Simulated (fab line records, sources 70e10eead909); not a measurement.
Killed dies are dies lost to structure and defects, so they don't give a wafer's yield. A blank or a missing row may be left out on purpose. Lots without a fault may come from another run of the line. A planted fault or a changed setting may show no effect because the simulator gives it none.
Which tool did it? | flow nand_harc | 6 lots, 18 wafers sampled, at 3 steps of a route of 1302

WHAT THE GAUGES READ, wafer by wafer
NHARC_P_GATE_CD_MEAS_59: target cd 720 nm.
lot  | measured     | on        | cd_nm (nm)
L438 | day 7 12:41  | cd_sem-03 | 718.3 719.6 719.6
L440 | day 8 04:34  | cd_sem-02 | 719.1 720.2 719.7
L442 | day 9 00:31  | cd_sem-02 | 718.4 719.1 719.8
L445 | day 10 05:50 | cd_sem-02 | 718.1 719.1 718.4
L455 | day 14 06:44 | cd_sem-02 | 720.2 718.6 720.5
L457 | day 15 11:11 | cd_sem-01 | 720.0 719.4 719.5

WHICH TOOL RAN EACH LOT (tool, then ch and the chambers of the sampled wafers, then the start)
lot  | NHARC_P_GATE_ETCH_104             | NHARC_P_GATE_EXPOSE_56
L438 | rie_diel-11 ch 1,3, day 6 21:04   | krf_scanner-04 ch 0, day 7 12:32
L440 | rie_diel-09 ch 1,2,3, day 7 15:08 | krf_scanner-01 ch 0, day 8 04:25
L442 | rie_diel-11 ch 0,2, day 8 11:02   | krf_scanner-04 ch 0, day 9 00:21
L445 | rie_diel-08 ch 1,2,3, day 9 14:15 | krf_scanner-04 ch 0, day 10 05:40
L455 | rie_diel-08 ch 0,3, day 13 17:14  | krf_scanner-01 ch 0, day 14 06:35
L457 | rie_diel-08 ch 0,2, day 14 21:37  | krf_scanner-01 ch 0, day 15 11:02
- NHARC_P_GATE_ETCH_104: etches the open film in CF4/CHF3, target depth 60 nm.
- NHARC_P_GATE_EXPOSE_56: exposes mask P PSD, target cd 720 nm.

THE ANSWER, worked out from the rows above alone
Rule: what is usual is taken from the lots themselves. Put in order of their means at a reading, lots are off if they are a third of the lots or fewer, leave a main group of 4 or more, and stand apart from it by a gap of 3 or more times the standard deviation of the main group's means; of several such gaps the widest counts. A main group whose means are all the same, to the digits that the tables above print for the reading, isn't used. A lot without any number at a reading at which 4 lots or more have one is off too. The other lots that the step has rows for count as sound.
No lot is off at any reading shown: from this, nothing can be told.

WHAT THE SIMULATOR HAD PUT IN
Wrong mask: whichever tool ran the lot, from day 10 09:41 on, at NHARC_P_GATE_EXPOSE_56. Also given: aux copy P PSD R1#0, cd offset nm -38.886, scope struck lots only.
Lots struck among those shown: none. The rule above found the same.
